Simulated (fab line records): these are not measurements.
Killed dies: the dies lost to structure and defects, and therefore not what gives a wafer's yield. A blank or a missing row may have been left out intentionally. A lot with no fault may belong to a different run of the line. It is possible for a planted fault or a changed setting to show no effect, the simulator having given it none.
Chamber matching ; flow nand harc ; NHARC_A_CHANNEL_FILL_D2_ALD_25 on ald hk-04: 4 sister chambers
The step deposits SiOx, target thk 60 nm, pulse time 10 s, ald cycles 600. 8 wafers are shown with their chamber, then 7 later ones without.

## WAFERS WITH THEIR CHAMBER
wafer;chamber;heater power w (W);susceptor temp C (C)
L074.6;2;471;300.41
L079.3;0;463;300.09
L079.6;3;550;300.00
L080.1;3;532;299.92
L080.6;0;461;299.80
L082.3;2;460;299.96
L090.1;1;435;300.04
L090.5;1;448;299.93

## WAFERS MISSING THEIR CHAMBER
wafer;heater power w (W);susceptor temp C (C)
L090.6;473;300.04
L092.4;576;300.05
L092.5;586;299.78
L092.6;473;299.91
L095.2;454;299.83
L095.3;477;300.39
L095.6;592;299.92

## THE CHAMBER EACH PASSED THROUGH
wafer;from the rows above;in truth
L090.6;can't be placed: 2 or 0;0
L092.4;3;3
L092.5;3;3
L092.6;can't be placed: 0 or 2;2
L095.2;can't be placed: 0 or 1 or 2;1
L095.3;can't be placed: 2 or 0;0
L095.6;3;3
Placed correctly: 3 of 7. These rows do not allow placing 4 (true chamber among the candidates in 4). Wrongly placed: 0.
How it was worked out, from the rows above alone: a wafer's distance from a chamber is the root of the sum, over the readings, of the square of ((its reading less the chamber's mean) divided by the reading's scatter). If the next closest chamber is less than 2 further off than the closest, the wafer can't be placed; otherwise it belongs to the closest. Each chamber's mean is taken over the wafers shown for it. The scatter: the root of (the sum of the squares of (reading less its chamber's mean) over the shown wafers, divided by (wafers less chambers)).
